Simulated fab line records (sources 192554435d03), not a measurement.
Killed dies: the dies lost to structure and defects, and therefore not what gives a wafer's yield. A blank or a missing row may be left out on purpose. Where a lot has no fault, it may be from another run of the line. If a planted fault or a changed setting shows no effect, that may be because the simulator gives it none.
A single fault, viewed from 3 desks ; flow n5_finfet ; each desk has only its own numbers; what lay behind them comes last

== THE DEFECT DESK ==
For each lot, the counts of the inspections along the route, averaged over the sampled wafers that have a number. A lot is out of limits, marked OUT, if its mean lies more than 4 standard deviations from the usual mean; the brackets give that distance.
Columns: A = raw_defect_count at N5_BEOL_M3_INSPECT_30, usual 422
lot;first seen here;A
L413;day 7 20:31;466
L416;day 8 06:12;579
L425;day 10 15:31;427
L426;day 10 18:56;502
L429;day 11 08:43;482
L430;day 11 16:02;392
L433;day 12 13:02;379
L435;day 12 22:28;368
L434;day 13 07:37;419
Finding of this desk: none of the 9 lots has anything out of limits.

== METROLOGY DESK ==
Lot by lot, what the gauges showed, no matter which tool ran the lot: averages of those sampled wafers that carry a number. A lot is out of limits, marked OUT, if its mean lies more than 4 standard deviations from the usual mean; the brackets give that distance. Shown here are 7 of its 10 readings, the ones lying furthest out on some lot.
Columns: A = IOFF_N at N5_BEOL_M4_RC_MEAS_101, usual 0.15 nA/um; B = IOFF_P at N5_BEOL_M4_RC_MEAS_101, usual 0.19 nA/um; C = ION_N at N5_BEOL_M4_RC_MEAS_101, usual 677 uA/um; D = ION_P at N5_BEOL_M4_RC_MEAS_101, usual 462 uA/um; E = SS_N at N5_BEOL_M4_RC_MEAS_101, usual 71.4 mV/dec; F = VT_N at N5_BEOL_M4_RC_MEAS_101, usual 250 mV; G = VT_P at N5_BEOL_M4_RC_MEAS_101, usual -251 mV
lot;first seen here;A;B;C;D;E;F;G
L413;day 8 15:54;0.13;0.19;678;473;70.6;251;-250
L416;day 9 08:56;0.19;0.20;680;461;71.8;248;-249
L425;day 11 12:50;0.14;0.20;679;466;71.3;250;-249
L426;day 11 15:32;0.11;0.16;652;454;71.0;257;-252
L429;day 12 05:58;0.11;0.15;672;460;70.1;252;-254
L430;day 12 19:44;0.14;0.18;677;461;70.6;252;-252
L433;day 13 15:49;0.23;0.26;706;479;72.5;244;-246
L435;day 14 14:02;0.19;0.23;700;473;71.9;245;-249
L434;day 14 15:19;0.14;0.22;679;471;71.2;252;-245
Finding of this desk: none of the 9 lots has anything out of limits.

== AT THE TOOL OWNER'S DESK: rie_diel-02 ==
The tool's own readings at N5_BEOL_M3_VIA_ETCH_34 (etches the open film in C4F6/O2, target depth 69.4 nm, time 65.9 s): means of the sampled wafers that have a number, for each lot that ran on this tool. A lot is out of limits, marked OUT, if its mean lies more than 4 standard deviations from the usual mean; the brackets give that distance.
Columns: A = drypump_motor_current_A at N5_BEOL_M3_VIA_ETCH_34, usual 5.7 A; B = oes_product_au at N5_BEOL_M3_VIA_ETCH_34, usual 0.77 a.u.; C = rf_vpp_V at N5_BEOL_M3_VIA_ETCH_34, usual 667 V; D = run_length_s at N5_BEOL_M3_VIA_ETCH_34, usual 89.3 s; E = showerhead_plenum_p_Torr at N5_BEOL_M3_VIA_ETCH_34, usual 2.82 Torr; F = throttle_valve_pct at N5_BEOL_M3_VIA_ETCH_34, usual 30.8 %
lot;first seen here;A;B;C;D;E;F
L413;day 8 00:55;5.9;0.81;643;89.3;2.79;30.7
L416;day 8 11:07;5.9;0.69;668;89.0;2.81;30.5
L425;day 10 17:02;5.9;0.74;655;89.3;2.79;30.6
L426;day 10 22:38;5.5;0.80;658;94.4 (+12) OUT;2.75;31.0
L429;day 11 10:26;6.0;0.77;644;91.8 (+6.1) OUT;2.79;30.9
L430;day 12 01:40;5.7;0.74;659;90.6;2.80;31.3
This desk's finding: out of limits on L426, L429; first on L426, day 10 22:38 (run_length_s at N5_BEOL_M3_VIA_ETCH_34). In limits: L413, L416, L425, L430.

== TAKEN TOGETHER ==
An alarm could have come from the tool owner's desk at day 10 22:38, on L426, L429.
No out-of-limits result turned up at the defect desk.
The metrology desk saw nothing out of limits.
The defect desk has L426, L429 on record, within its limits.
The metrology desk has L426, L429 on record, within its limits.
The lots listed all ran N5_BEOL_M3_VIA_ETCH_34 on rie_diel-02.

== WHAT THE SIMULATOR HAD INSERTED ==
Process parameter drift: rie_diel-02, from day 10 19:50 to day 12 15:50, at N5_BEOL_M3_VIA_ETCH_34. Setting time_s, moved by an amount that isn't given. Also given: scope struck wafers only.
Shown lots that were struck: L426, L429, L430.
Each desk's first reading out of limits, in hours after the fault started: the tool owner's desk, 3.
